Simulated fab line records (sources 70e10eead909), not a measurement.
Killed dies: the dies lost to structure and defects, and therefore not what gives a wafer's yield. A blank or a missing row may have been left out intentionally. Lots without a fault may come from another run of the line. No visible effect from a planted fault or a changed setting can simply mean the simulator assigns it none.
Struck lot and sound lot, side by side :: flow nand-harc :: 15 steps out of a route of 1302
Sound: wafers L155.1, L155.2, L155.6. Struck: wafer L160.4 (left out: L160.2, L160.5 of the same lot, which were not struck); the cause appears at the end.
For every step that has rows: the tool of each side, followed by ch and its chambers, followed by its first start. Under that, the readings that differ: sound wafers :: struck wafers :: difference of the means :: sigmas: that difference in standard deviations of wafers without a fault.
alike: readings with means less than 2 such deviations apart, plus words and numbers identical on both sides. not compared: withheld readings, readings lacking a value on some wafer, bounds such as >300 that could conceal the same value, and numbers that have no deviation in the record and whose values overlap.
The two part at a step that has a row with sigmas, a row that says differs or no value, or rows on one side only. Numbers that don't overlap but have no deviation are shown without sigmas and don't part them. A reading that every wafer of one side lacks parts them only if that side has two wafers or more.

NHARC_A_CONTACT_ETCH_78: etches the open film in O2/COS, target depth 5300 nm, time 1378 s.
  sound: rie-diel-04 ch 2,3; struck: rie-diel-04 ch 3
reading: o2-flow-sccm (sccm)
sound: 402.5 400.4 401.3
struck: 398.4
difference: -3.0
sigmas: -2
  alike: drypump-motor-current-A, oes-product-au, rf-vpp-V, showerhead-plenum-p-Torr, throttle-valve-pct
  not compared: rf-hours-counter-h
then, 4 steps without rows for these wafers: NHARC_A_CONTACT_ETCH_124 (etches the open film in C4F8/O2/Ar, time 140 s, target depth 700 nm); NHARC_A_CONTACT_ETCH_125 (etches the open film in C4F8/O2/Ar, time 197 s, target depth 1918 nm); NHARC_A_CONTACT_ETCH_126 (etches the open film in C4F8/O2/Ar, time 197 s, target depth 1918 nm); NHARC_A_CONTACT_ETCH_127 (etches the open film in C4F8/O2/Ar, time 197 s, target depth 1918 nm).
NHARC_A_CONTACT_ETCH_128: etches the open film in C4F8/O2/Ar, time 197 s, target depth 1918 nm.
  sound on har-cap-etch-02 ch 0,1, day 22 18:22; struck on har-cap-etch-01 ch 0, day 24 20:20
  not compared: rf-hours-counter-h
then, 2 steps without rows for these wafers: NHARC_A_CONTACT_ETCH_129 (etches the open film in C4F8/O2/Ar, time 197 s, target depth 1918 nm); NHARC_A_CONTACT_ETCH_130 (etches the open film in C4F8/O2/Ar, time 197 s, target depth 1918 nm).
NHARC_A_CONTACT_ETCH_131: etches the open film in C4F8/O2/Ar, time 197 s, target depth 1918 nm.
  sound on har-cap-etch-02 ch 0,1, day 22 18:54; struck on har-cap-etch-01 ch 0, day 24 20:52
  not compared: rf-hours-counter-h
then, 1 step without rows for these wafers: NHARC_A_CONTACT_ETCH_132 (etches the open film in C4F8/O2/Ar, time 197 s, target depth 1924 nm).
NHARC_A_CONTACT_ETCH_133: etches the open film in C4F8/O2/Ar, time 374 s, target depth 1610 nm.
  sound on har-cap-etch-02 ch 0,1, day 22 19:16; struck on har-cap-etch-01 ch 0, day 24 21:13
  not compared: rf-hours-counter-h
NHARC_A_CONTACT_ETCH_91: etches the open film in CH3F/O2, target depth 40 nm, time 85.7 s.
  sound on rie-diel-07 ch 0,1, day 22 20:03; struck on rie-diel-07 ch 0, day 24 22:02
  alike: drypump-motor-current-A, o2-flow-sccm, oes-product-au, rf-vpp-V, showerhead-plenum-p-Torr, throttle-valve-pct
  not compared: rf-hours-counter-h
NHARC_A_CONTACT_ETCH_97: etches the open film in C4F6/O2, target depth 20 nm, time 10 s.
  sound on rie-diel-07 ch 2,3, day 22 20:12; struck on rie-diel-07 ch 0, day 24 22:08
reading: oes-product-au (a.u.)
sound: 0.997 1.016 1.028
struck: 0.715
difference: -0.299
sigmas: -11
  alike: drypump-motor-current-A, o2-flow-sccm, rf-vpp-V, showerhead-plenum-p-Torr, throttle-valve-pct
  not compared: rf-hours-counter-h
NHARC_A_CONTACT_CD_MEAS_80:
  struck on cd-sem-03, day 24 22:14; sound on cd-sem-03, day 22 20:17
  alike: cd-nm
-- the record jumps here: 2 days lie between the struck wafers' starts before and after (it left off in module A_CONTACT and takes up again in module END, whose first step shown is number 1302 of the route) --
NHARC_END_SORT_01:
  at this point the record logs the struck wafers (prober-02 ch 0, day 27 03:03) and has no rows for the sound ones

WHERE THEY PART
At NHARC_A_CONTACT_ETCH_78 first; at NHARC_END_SORT_01 last (within this record only).

WHY: the cause the simulator had injected
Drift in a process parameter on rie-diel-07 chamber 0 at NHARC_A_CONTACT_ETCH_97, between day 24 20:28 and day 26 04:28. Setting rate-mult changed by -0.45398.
